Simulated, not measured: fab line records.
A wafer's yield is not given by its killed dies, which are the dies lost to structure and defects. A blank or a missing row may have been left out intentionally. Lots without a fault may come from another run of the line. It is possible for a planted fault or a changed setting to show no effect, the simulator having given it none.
Chamber matching / flow n5 finfet / N5_BEOL_M3_ALD_84 on ald metal-04 has 3 sister chambers
The step deposits TaN, pulse time 2 s, purge time 3 s, co reactant purge time 2 s. 6 wafers are shown with their chamber, then 5 later ones without.

WAFERS, EACH WITH ITS CHAMBER
wafer=L080.5; chamber=1; heater power outer w (W)=226; heater power w (W)=421
wafer=L086.1; chamber=0; heater power outer w (W)=223; heater power w (W)=390
wafer=L086.2; chamber=3; heater power outer w (W)=203; heater power w (W)=398
wafer=L086.4; chamber=1; heater power outer w (W)=225; heater power w (W)=415
wafer=L088.2; chamber=0; heater power outer w (W)=216; heater power w (W)=405
wafer=L088.3; chamber=3; heater power outer w (W)=205; heater power w (W)=386

WAFERS WHOSE CHAMBER IS MISSING
wafer=L088.5; heater power outer w (W)=220; heater power w (W)=393
wafer=L094.3; heater power outer w (W)=220; heater power w (W)=397
wafer=L094.5; heater power outer w (W)=221; heater power w (W)=414
wafer=L097.1; heater power outer w (W)=234; heater power w (W)=409
wafer=L097.5; heater power outer w (W)=212; heater power w (W)=380

CHAMBER TAKEN BY EACH
wafer=L088.5; from the rows above=0; in truth=0
wafer=L094.3; from the rows above=0; in truth=0
wafer=L094.5; from the rows above=can't be placed: 1 or 0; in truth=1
wafer=L097.1; from the rows above=can't be placed: 1 or 0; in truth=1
wafer=L097.5; from the rows above=can't be placed: 3 or 0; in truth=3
Correctly placed: 2 of 5. Can't be placed from these rows: 3 (the true chamber is among the candidates in 3). Placed wrongly: 0.
How it was worked out, from the rows above alone: a wafer's distance from a chamber is the root of the sum, over the readings, of the square of ((its reading less the chamber's mean) divided by the reading's scatter). If the next closest chamber is less than 2 further off than the closest, the wafer can't be placed; otherwise it belongs to the closest. Each chamber's mean is taken over the wafers shown for it. The scatter: the root of (the sum of the squares of (reading less its chamber's mean) over the shown wafers, divided by (wafers less chambers)).
